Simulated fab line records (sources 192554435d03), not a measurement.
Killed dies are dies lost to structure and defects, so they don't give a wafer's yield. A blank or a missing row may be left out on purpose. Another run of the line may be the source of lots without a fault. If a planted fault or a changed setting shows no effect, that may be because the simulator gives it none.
Problem report in the 8D (eight disciplines) form, filled by code + flow n5Finfet + the parts of the form that need people (team, actions taken, sign-off) are left out

1. THE PROBLEM
runLengthS at N5_BEOL_M4_HM_STRIP_39 reads a mean of 144 s on 6 wafers of 2 lots; wafers without a fault read 166 s with a standard deviation of 3.7. Relative to the usual mean, that is a shift of -5.9 standard deviations.
The step: strips TiN in peroxide tin strip, target depth 25 nm, time 158 s.
First observed at day 13 08:59: wafer L177.1, on wetBench-05. Wafers with a number at this step in the record: 26, from 9 lots. By rule, "out" or "out of limits" means more than 4 standard deviations away from the usual mean. Any other wafer with a number is counted as sound.

2. WHAT THIS IS AND IS NOT
| question                    | is                     | is not                                                                    |
|-----------------------------|------------------------|---------------------------------------------------------------------------|
| which readings at this step | runLengthS             | -                                                                         |
| which lots                  | L177, L180             | L161, L165, L166, L168, L172, L183, L184                                  |
| which wafers of those lots  | all that have a number | -                                                                         |
| read on which tools         | wetBench-05            | wetBench-03, wetBench-06                                                  |
| when                        | from day 13 08:59      | up to then (14 sound wafers); but 6 sound wafers of L183, L184 came after |

3. SUSPECTS, AND WHAT RULES EACH OUT
Counting: any tool at a process step up to the reading is kept as a suspect provided that every lot that is out went through it and no sound lot did after the first of them.
- wetBench-05 at N5_BEOL_M4_HM_STRIP_39 (strips TiN in peroxide tin strip, target depth 25 nm, time 158 s): kept. Every lot that is out went through it, starting with L177 (day 13 08:59), and after that it ran no sound lot; the last sound lot it ran before then is L166 (day 10 18:35). Its own readings are out on those wafers: runLengthS.
Left after counting: wetBench-05 at N5_BEOL_M4_HM_STRIP_39.

4. THE CAUSE (what the simulator had put in)
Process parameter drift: wetBench-05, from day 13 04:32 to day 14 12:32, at N5_BEOL_M4_HM_STRIP_39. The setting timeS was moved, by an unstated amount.
Counting left only this tool.

5. THE EFFECT CHAIN, in route order
One row per reading whose mean, taken over the struck wafers that have a number, lies over 3 standard deviations from the usual. Readings are gone through only where the record gives a usual standard deviation; hours: the median, over the lots, of the time from a lot's start at the first step in this table giving one to that lot's start at this step; sigmas: the change measured in usual standard deviations.
| hours | step                   | reading    | usual | on struck wafers | change | sigmas |
|-------|------------------------|------------|-------|------------------|--------|--------|
| 0     | N5_BEOL_M4_HM_STRIP_39 | runLengthS | 166 s | 144              | -22    | -5.9   |
It contains these process steps:
- N5_BEOL_M4_HM_STRIP_39: strips TiN in peroxide tin strip, target depth 25 nm, time 158 s.
At these later measuring or inspecting steps, every struck wafer for which the step has a row has a number for every such reading, and none has moved that far: N5_BEOL_M4_RC_MEAS_101.

6. WHAT WOULD HAVE CAUGHT IT SOONER
4 hours passed between the start of the fault at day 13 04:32 and the first reading out of limits in this record, taken at day 13 08:59.
